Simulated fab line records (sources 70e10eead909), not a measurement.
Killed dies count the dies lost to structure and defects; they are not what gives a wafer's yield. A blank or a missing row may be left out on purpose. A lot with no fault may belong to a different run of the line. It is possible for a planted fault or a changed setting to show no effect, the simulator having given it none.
Chamber matching / flow nandHarc / NHARC_P_GATE_DESCUM_93 on rieDiel-03 has 4 sister chambers
The step chemistry O2, time 3 s. 4 wafers are shown with their chamber, then 8 later ones without.

WAFERS, EACH WITH ITS CHAMBER
wafer=L076.5; chamber=3; showerheadPlenumPTorr (Torr)=1.81
wafer=L087.1; chamber=2; showerheadPlenumPTorr (Torr)=2.06
wafer=L087.2; chamber=1; showerheadPlenumPTorr (Torr)=2.01
wafer=L088.2; chamber=0; showerheadPlenumPTorr (Torr)=1.96

WAFERS MISSING THEIR CHAMBER
wafer=L088.4; showerheadPlenumPTorr (Torr)=2.06
wafer=L088.5; showerheadPlenumPTorr (Torr)=2.01
wafer=L089.3; showerheadPlenumPTorr (Torr)=2.06
wafer=L089.4; showerheadPlenumPTorr (Torr)=2.01
wafer=L089.6; showerheadPlenumPTorr (Torr)=2.01
wafer=L095.2; showerheadPlenumPTorr (Torr)=1.80
wafer=L095.5; showerheadPlenumPTorr (Torr)=1.80
wafer=L095.6; showerheadPlenumPTorr (Torr)=1.96

EACH ONE'S CHAMBER
wafer=L088.4; from the rows above=2; in truth=2
wafer=L088.5; from the rows above=1; in truth=1
wafer=L089.3; from the rows above=2; in truth=2
wafer=L089.4; from the rows above=1; in truth=1
wafer=L089.6; from the rows above=1; in truth=1
wafer=L095.2; from the rows above=3; in truth=3
wafer=L095.5; from the rows above=3; in truth=3
wafer=L095.6; from the rows above=0; in truth=0
Placed correctly: 8 of 8. Number that these rows cannot place: 0. 0 placed wrongly.
How it was worked out, from the rows above alone: a wafer's distance from a chamber is the root of the sum, over the readings, of the square of ((its reading less the chamber's mean) divided by the reading's scatter). The wafer belongs to the nearest chamber; if the next one is less than 2 further off, it can't be placed. The mean given for a chamber averages the wafers shown for that chamber. The scatter: with one shown wafer a chamber, the root of the mean of the squares of how far each hidden wafer lies from its nearest shown one.
